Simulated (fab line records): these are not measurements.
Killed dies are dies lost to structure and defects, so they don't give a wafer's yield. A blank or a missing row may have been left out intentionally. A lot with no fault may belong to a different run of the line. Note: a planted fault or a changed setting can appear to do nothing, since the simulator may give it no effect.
One fault through the eyes of 2 desks || flow nand-harc || each desk has only its own numbers; what lay behind them comes last

## AT THE TOOL OWNER'S DESK: litho-track-06
The tool's own readings at NHARC_A_CONTACT_PEB_67 (peb time 65 s): means of the sampled wafers that have a number, for each lot that ran on this tool. A lot is out of limits, marked OUT, if its mean lies more than 4 standard deviations from the usual mean; the brackets give that distance.
Columns: A = chill-plate-temp-C at NHARC_A_CONTACT_PEB_67, usual 23.01 C; B = exhaust-pa at NHARC_A_CONTACT_PEB_67, usual 44.9 Pa; C = plate-temp-C at NHARC_A_CONTACT_PEB_67, usual 99.96 C
{"lot": "L104", "first seen here": "day 23 11:34", "A": 23.12, "B": 44.9, "C": 99.93}
{"lot": "L107", "first seen here": "day 24 10:17", "A": 22.87, "B": 45.4, "C": 100.01}
{"lot": "L119", "first seen here": "day 30 00:58", "A": 23.10, "B": 44.0, "C": 99.85}
{"lot": "L120", "first seen here": "day 30 06:08", "A": 23.13, "B": 46.2, "C": 99.87}
{"lot": "L123", "first seen here": "day 30 19:26", "A": 23.06, "B": 45.4, "C": 99.97}
This desk's finding: nothing out of limits on any of the 5 lots.

## METROLOGY DESK
What the gauges read for every lot (on any tool): the sampled wafers with a number, averaged. A lot is out of limits, marked OUT, if its mean lies more than 4 standard deviations from the usual mean; the brackets give that distance.
Columns: A = cd-nm at NHARC_A_CONTACT_CD_MEAS_53, usual 289.5 nm
{"lot": "L103", "first seen here": "day 22 05:55", "A": 289.0}
{"lot": "L102", "first seen here": "day 22 15:10", "A": 289.7}
{"lot": "L104", "first seen here": "day 23 06:01", "A": 288.9}
{"lot": "L107", "first seen here": "day 24 02:34", "A": 288.9}
{"lot": "L108", "first seen here": "day 24 04:01", "A": 289.1}
{"lot": "L113", "first seen here": "day 26 16:00", "A": 288.9}
{"lot": "L112", "first seen here": "day 26 16:43", "A": 289.6}
{"lot": "L116", "first seen here": "day 27 22:23", "A": 289.1}
{"lot": "L119", "first seen here": "day 29 19:31", "A": 290.2}
{"lot": "L120", "first seen here": "day 29 23:32", "A": 289.3}
{"lot": "L121", "first seen here": "day 30 01:02", "A": 289.1}
{"lot": "L122", "first seen here": "day 30 10:47", "A": 289.1}
{"lot": "L123", "first seen here": "day 30 11:38", "A": 291.0}
{"lot": "L124", "first seen here": "day 31 01:55", "A": 289.6}
This desk's finding: nothing out of limits on any of the 14 lots.

## ALL TOGETHER
The desk of the tool owner found nothing out of limits.
At the metrology desk, nothing out of limits was observed.

## WHAT THE SIMULATOR HAD PUT IN
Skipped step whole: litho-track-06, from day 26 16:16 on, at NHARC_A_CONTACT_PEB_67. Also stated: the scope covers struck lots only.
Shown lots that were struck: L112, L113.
